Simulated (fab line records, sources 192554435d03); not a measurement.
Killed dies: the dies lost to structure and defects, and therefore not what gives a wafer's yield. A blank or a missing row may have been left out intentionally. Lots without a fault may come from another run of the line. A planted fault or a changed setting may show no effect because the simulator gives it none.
Problem report in the 8D (eight disciplines) form, filled by code || flow n5 finfet || the parts of the form that need people (team, actions taken, sign-off) are left out

== 1. THE ISSUE ==
susceptor temp C at N5_BEOL_M4_PECVD_72 reads a mean of 381.36 C on 9 wafers of 3 lots; wafers without a fault read 400.02 C with a standard deviation of 0.22. That is -85 standard deviations from the usual mean.
The step: deposits SiO2 from TEOS/O2, target thk 16 nm, time 18 s.
First observed at day 9 11:49: wafer L415.2, on pecvd-02. At this step, 26 wafers from 9 lots have a number in the record. The rule behind "out" and "out of limits": a value lying over 4 standard deviations away from the usual mean. The other wafers with a number count as sound.

== 2. WHAT IT IS; WHAT IT IS NOT ==
{"question": "which readings at this step", "is": "susceptor temp C", "is not": "heater power w, throttle valve pct"}
{"question": "which lots", "is": "L415, L418, L420", "is not": "L408, L413, L414, L429, L430, L431"}
{"question": "which wafers of those lots", "is": "all that have a number", "is not": "-"}
{"question": "read on which tools", "is": "pecvd-02", "is not": "pecvd-04"}
{"question": "when", "is": "from day 9 11:49", "is not": "up to then (8 sound wafers); but 9 sound wafers of L429, L430, L431 came after"}

== 3. SUSPECTS, AND WHAT RULES EACH OUT ==
Counting: a tool at any process step up to the reading remains a suspect when it ran all the lots that are out and ran no sound lot after the first of those.
- pvd sputter-03 at N5_BEOL_M3_ANNEAL_80 (time 240 s): ruled out as a lasting fault. The sound lots L429, L430, L431 went through it after L415, its earliest lot that is out (day 9 08:58).
- pvd sputter-03 at N5_BEOL_M3_SPUTTER_81 (material Cu, target thk 4.5 nm, time 8.29 s): ruled out as a lasting fault. The sound lots L429, L430, L431 went through it after L415, its earliest lot that is out (day 9 09:06).
- cvd co-02 at N5_BEOL_M3_CO_CAP_55 (material Co, precursor CCTBA/H2, target thk 2 nm, time 102.1 s): kept. It ran every lot that is out, first L415 (day 9 11:26), and no sound lot after that.
- pecvd-02 at N5_BEOL_M4_PECVD_72 (deposits SiO2 from TEOS/O2, target thk 16 nm, time 18 s): ruled out as a lasting fault. The sound lots L429, L430, L431 went through it after L415, its earliest lot that is out (day 9 11:49).
After counting, what remains is cvd co-02 at N5_BEOL_M3_CO_CAP_55.

== 4. THE CAUSE (what the simulator had put in) ==
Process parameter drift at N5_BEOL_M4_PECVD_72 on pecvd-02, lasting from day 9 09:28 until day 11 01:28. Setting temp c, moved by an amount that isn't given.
Counting ruled it out, wrongly.

== 5. SEQUENCE OF EFFECTS, ordered by route ==
Each row: a reading where the mean over the struck wafers with a number is more than 3 standard deviations away from the usual. Only readings whose record carries a usual standard deviation are examined. hours: median over the lots of the time between each lot's start at the first step of this table that gives one and its start at this step. sigmas: the change, counted in usual standard deviations.
{"hours": 0, "step": "N5_BEOL_M4_PECVD_72", "reading": "susceptor temp C", "usual": "400.02 C", "on struck wafers": 381.36, "change": -18.66, "sigmas": -85}
{"hours": 11, "step": "N5_BEOL_M4_CMP_52", "reading": "barrier field endpoint s", "usual": "24.4 s", "on struck wafers": 27.0, "change": "+2.6", "sigmas": "+4.1"}
Process steps it contains:
- N5_BEOL_M4_PECVD_72: deposits SiO2 from TEOS/O2, target thk 16 nm, time 18 s.
- N5_BEOL_M4_CMP_52: polishes, stops on SiOC, t overpolish 6.8 s, target thk 40 nm.
Later measuring or inspecting steps at which every struck wafer that the step has a row for has a number for every such reading, and none has moved that far: N5_BEOL_M4_RC_MEAS_101.

== 6. HOW IT WOULD HAVE BEEN CAUGHT EARLIER ==
In this record no reading fell out of limits until day 9 11:49, 2 hours after the fault had begun at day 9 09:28.
